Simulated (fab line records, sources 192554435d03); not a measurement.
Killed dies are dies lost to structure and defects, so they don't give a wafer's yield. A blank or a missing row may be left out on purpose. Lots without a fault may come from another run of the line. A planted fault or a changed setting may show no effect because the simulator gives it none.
fab line records | flow n5_finfet | part 2 of 2: steps 26 to 31 of 31
record lots=5 wafers=15 last_day=16
route steps=1938 shown HKMG_FIN@410
lots that met no fault: from a run of the same line without faults
start_h: hours from the record's first day to the start of the lot's first wafer shown | wait_h: hours since the lot's step before | " the same as in the row above | L1.1+2: a row that stands for several wafers | - no value, or no start given | * or withheld: withheld | < > ~ a bound
route shown NAME@n: a module of which the file shows steps, and the number in the route of the first | usual: mean/standard deviation of fault-free wafers | same: alike in all rows | chamber/n: place in a boat | sites: the reading at each site | _std_site: their standard deviation | _edge_site: outer sites' mean less inner sites' | radius_mm: how far each site lies from the wafer's centre | mask NAME#n: copy n | behind: the tool/chamber that last shaped the wafer | hold: why the lot was held/for how many hours/how that ended | device: the transistor (n, p or np) that didn't switch | end of line: the same wafers' tests at the end of the route | a step without rows: its recipe alone | killed: dies lost to structure and defects at the first sort, not the wafer's yield | map: a wafer's dies, x killed, . not, _ none there
set.NAME: the setting as run; set.NAME@STEP: as run at that earlier step | model.NAME: the simulator's own value behind a step, which no gauge read
lots at some steps of the route; a table a step, a row a wafer
services: from which hour (start_h, from the record's first day; less than 0 if before it) a tool's chamber was out of use, for how many hours, and why
## steps
# step N5_HKMG_FIN_ETCH_32
# recipe chemistry=N2/H2 target=SOC target_depth_a=2400 temp_c=40 time_s=300 ion_energy_ev=200 mask_material=SiARC pressure_mtorr=30 source_w=840 bias_w=150 n2_flow_sccm=200 h2_flow_sccm=200
# usual drypump_motor_current_A=5.7/0.39 oes_product_au=0.79/0.1 rf_vpp_V=525.0/2 showerhead_plenum_p_Torr=2.58/0.073 throttle_valve_pct=17.91/0.21
# columns lot.wafer tool chamber start_h wait_h drypump_motor_current_A oes_product_au rf_hours_counter_h rf_vpp_V showerhead_plenum_p_Torr throttle_valve_pct
L074.1 rie_diel-03 0 73.28 0.0 5.5 0.75 141 525.3 2.54 17.95
L074.2 " 3 " " 5.9 0.68 225 524.7 2.62 18.13
L074.3 " 2 " " 5.2 0.71 233 525.5 2.62 18.02
L081.2 rie_diel-05 0 118.26 0.0 5.7 0.76 183 525.5 2.66 17.98
L081.3 " 2 " " 6.6 0.90 27 521.5 2.48 17.83
L081.6 " 3 " " 5.4 0.71 - 525.6 2.65 18.04
L083.1 rie_diel-03 3 126.67 0.0 5.9 0.68 242 526.3 2.61 18.16
L083.3 " 0 " " 5.5 0.73 159 523.3 2.53 18.00
L083.4 " 2 " " 5.2 0.70 250 527.1 2.61 18.06
L084.2 rie_diel-03 1 139.30 0.0 5.4 0.68 227 526.0 2.63 18.08
L084.4 " 3 " " 5.9 0.67 - 524.0 2.61 18.15
L084.5 " 0 " " 5.5 0.73 - 524.4 2.52 18.00
L085.1 rie_diel-03 2 142.90 0.0 5.2 0.98 1 524.5 2.61 17.49
L085.3 " 3 " " 5.9 0.67 250 527.4 2.60 18.16
L085.6 " 3 " " 5.9 0.67 - 525.6 2.60 18.17
# step N5_HKMG_FIN_STRIP_33
# recipe chemistry=N2/H2 temp_c=40 n2_flow_sccm=200 h2_flow_sccm=200 rf_frequency_hz=6e+07
# columns lot.wafer tool chamber start_h wait_h
L074.1+2+3 rie_diel-03 0,3,2 73.47 0.1
L081.2+3+6 rie_diel-05 0,2,3 118.44 0.1
L083.1+3+4 rie_diel-03 3,0,2 126.85 0.1
L084.2+4+5 rie_diel-03 1,3,0 139.48 0.1
L085.1+3+6 rie_diel-03 2,3,3 143.08 0.1
# step N5_HKMG_FIN_STRIP_34
# recipe chemistry=CF4 resist=SiARC power_w=300 bias_power_w=75 pressure_mtorr=50 cf4_flow_sccm=150 rf_frequency_hz=6e+07
# usual drypump_motor_current_A=5.7/0.39 oes_product_au=0.78/0.087 rf_vpp_V=271.7/1.1 showerhead_plenum_p_Torr=1.81/0.048 throttle_valve_pct=13.63/0.25
# columns lot.wafer tool chamber start_h wait_h drypump_motor_current_A oes_product_au rf_hours_counter_h rf_vpp_V showerhead_plenum_p_Torr throttle_valve_pct
L074.1 rie_diel-03 0 73.48 0.0 5.5 0.73 141 272.3 1.78 13.60
L074.2 " 3 " " 5.9 0.69 225 272.4 1.84 13.98
L074.3 " 2 " " 5.2 0.69 233 271.8 1.84 13.82
L081.2 rie_diel-05 0 118.45 0.0 5.7 0.73 184 273.2 1.84 13.54
L081.3 " 2 " " 6.6 0.88 27 271.1 1.76 13.56
L081.6 " 3 " " 5.4 0.72 - 272.7 1.87 13.88
L083.1 rie_diel-03 3 126.86 0.0 5.9 0.68 243 272.8 1.84 14.02
L083.3 " 0 " " 5.5 0.73 159 271.7 1.77 13.65
L083.4 " 2 " " 5.2 0.68 250 271.0 1.84 13.85
L084.2 rie_diel-03 1 139.49 0.0 5.5 0.71 227 271.4 1.86 13.95
L084.4 " 3 " " 5.9 0.67 - 271.9 1.84 14.03
L084.5 " 0 " " 5.5 0.72 - 271.9 1.77 13.65
L085.1 rie_diel-03 2 143.09 0.0 5.2 0.96 1 272.1 1.84 13.23
L085.3 " 3 " " 5.9 0.67 250 272.4 1.84 14.02
L085.6 " 3 " " 5.9 0.67 - 272.3 1.84 14.04
# step N5_HKMG_FIN_ETCH_35
# recipe chemistry=N2/H2 target=SOC target_depth_a=2158 ion_energy_ev=65 bias_w=5 source_w=3000 time_s=243.4 pressure_mtorr=30 n2_flow_sccm=200 h2_flow_sccm=200
# usual drypump_motor_current_A=5.7/0.39 oes_product_au=0.79/0.1 rf_vpp_V=141.9/0.92 showerhead_plenum_p_Torr=2.58/0.073 throttle_valve_pct=17.92/0.21
# columns lot.wafer tool chamber start_h wait_h drypump_motor_current_A oes_product_au rf_hours_counter_h rf_vpp_V showerhead_plenum_p_Torr throttle_valve_pct
L074.1 rie_diel-03 0 73.50 0.0 5.5 0.75 141 142.1 2.54 17.98
L074.2 " 3 " " 5.9 0.69 225 142.7 2.62 18.13
L074.3 " 2 " " 5.2 0.71 233 141.3 2.61 18.02
L081.2 rie_diel-05 0 118.47 0.0 5.7 0.74 184 141.5 2.66 17.99
L081.3 " 2 " " 6.6 0.89 27 141.2 2.49 17.85
L081.6 " 3 " " 5.4 0.71 - 143.2 2.65 18.07
L083.1 rie_diel-03 3 126.88 0.0 5.9 0.67 243 141.0 2.61 18.16
L083.3 " 0 " " 5.5 0.73 159 141.2 2.53 18.00
L083.4 " 2 " " 5.2 0.70 250 142.0 2.61 18.07
L084.2 rie_diel-03 1 139.51 0.0 5.4 0.68 227 141.7 2.63 18.11
L084.4 " 3 " " 5.9 0.67 - 142.5 2.60 18.18
L084.5 " 0 " " 5.5 0.72 - 141.8 2.53 18.02
L085.1 rie_diel-03 2 143.11 0.0 5.2 0.99 1 140.6 2.61 17.48
L085.3 " 3 " " 5.9 0.66 250 141.7 2.60 18.18
L085.6 " 3 " " 5.9 0.66 - 141.0 2.60 18.18
# step N5_HKMG_FIN_STRIP_92
# recipe chemistry=N2/H2 material=SOC time_s=20 power_w=500 temp_c=40 pressure_mtorr=50 rf_frequency_hz=6e+07 bias_power_w=8 h2_frac=0.5 n2_flow_sccm=300 h2_flow_sccm=300
# usual drypump_motor_current_A=5.7/0.39 oes_product_au=0.79/0.1 rf_vpp_V=54.4/0.74 showerhead_plenum_p_Torr=3.40/0.092 throttle_valve_pct=19.1/0.3
# columns lot.wafer tool chamber start_h wait_h drypump_motor_current_A oes_product_au rf_hours_counter_h rf_vpp_V showerhead_plenum_p_Torr throttle_valve_pct
L074.1 rie_diel-03 0 73.64 0.1 5.5 0.74 142 54.7 3.35 19.3
L074.2 " 3 " " 5.9 0.69 225 53.7 3.45 19.1
L074.3 " 2 " " 5.2 0.72 233 54.1 3.45 19.0
L081.2 rie_diel-05 0 118.62 0.1 5.6 0.75 184 54.3 3.51 19.3
L081.3 " 2 " " 6.6 0.90 27 55.4 3.29 19.1
L081.6 " 3 " " 5.4 0.70 - 53.9 3.49 19.1
L083.1 rie_diel-03 3 127.03 0.1 5.9 0.67 243 54.7 3.44 19.1
L083.3 " 0 " " 5.5 0.71 159 53.6 3.34 19.3
L083.4 " 2 " " 5.2 0.71 250 55.6 3.44 19.0
L084.2 rie_diel-03 1 139.66 0.1 5.5 0.68 227 53.6 3.46 19.3
L084.4 " 3 " " 5.9 0.67 - 54.4 3.44 19.2
L084.5 " 0 " " 5.5 0.70 - 54.0 3.34 19.3
L085.1 rie_diel-03 2 143.26 0.1 5.2 0.99 1 55.4 3.44 18.6
L085.3 " 3 " " 5.9 0.68 250 53.4 3.44 19.2
L085.6 " 3 " " 5.9 0.67 - 55.5 3.44 19.2
# step N5_HKMG_FIN_WET_ETCH_18
# recipe chemistry=SC1 target=TiN mix=1:1:5 temp_c=* time_s=55 target_depth_nm=5.2 dry=ipa_marangoni rinse_time_s=30 rinse_temp_c=23
# usual h2o2_flow_mL_min=214.4/0.71
# columns lot.wafer tool chamber start_h wait_h h2o2_flow_mL_min
L074.1 wet_bench-05 7 73.73 0.1 214.0
L074.2 " 1 " " 215.8
L074.3 " 6 " " 214.5
L081.2 wet_bench-06 3 118.70 0.1 214.3
L081.3 " 4 " " 214.4
L081.6 " 2 " " 214.1
L083.1 wet_bench-05 0 127.12 0.1 213.4
L083.3 " 3 " " 214.5
L083.4 " 7 " " 214.4
L084.2 wet_bench-06 4 139.74 0.1 213.6
L084.4 " 0 " " 213.6
L084.5 " 3 " " 213.6
L085.1 wet_bench-06 7 143.34 0.1 214.4
L085.3 " 4 " " 215.7
L085.6 " 3 " " 214.1
## services
# columns tool chamber start_h hours kind
rie_diel-05 1 57.46 4.4 repair
thermal_cvd_si-01 - 62.16 2.8 pm
wet_bench-04 - 70.67 1.9 pm
arfi_scanner-01 - 74.97 1.0 pm
arfi_scanner-02 - 77.51 1.5 pm
rie_diel-03 1 80.63 1.5 repair
arfi_scanner-01 - 84.51 1.3 pm
arfi_scanner-03 - 86.21 1.3 pm
rie_diel-03 - 89.00 0.2 repair
thermal_cvd_si-01 2 90.87 8.9 repair
ald_metal-03 - 98.30 2.8 pm
litho_track-02 - 114.76 - consumable_replace:filter
arfi_scanner-03 - 115.00 1.0 pm
arfi_scanner-03 - 118.32 9.4 repair
arfi_scanner-01 - 120.81 0.8 pm
ald_metal-03 3 121.24 33.3 repair
ald_metal-03 - 123.02 14.6 pm
rie_diel-03 2 127.09 - clean
rie_diel-03 2 127.09 - consumable_replace:focus_ring
rie_diel-03 2 127.09 13.7 scheduled_down
rie_diel-03 2 127.09 13.7 vent_cycle
rie_diel-05 - 137.49 0.3 repair
ald_metal-03 - 137.62 8.7 pm
ald_metal-01 0 138.13 2.7 repair
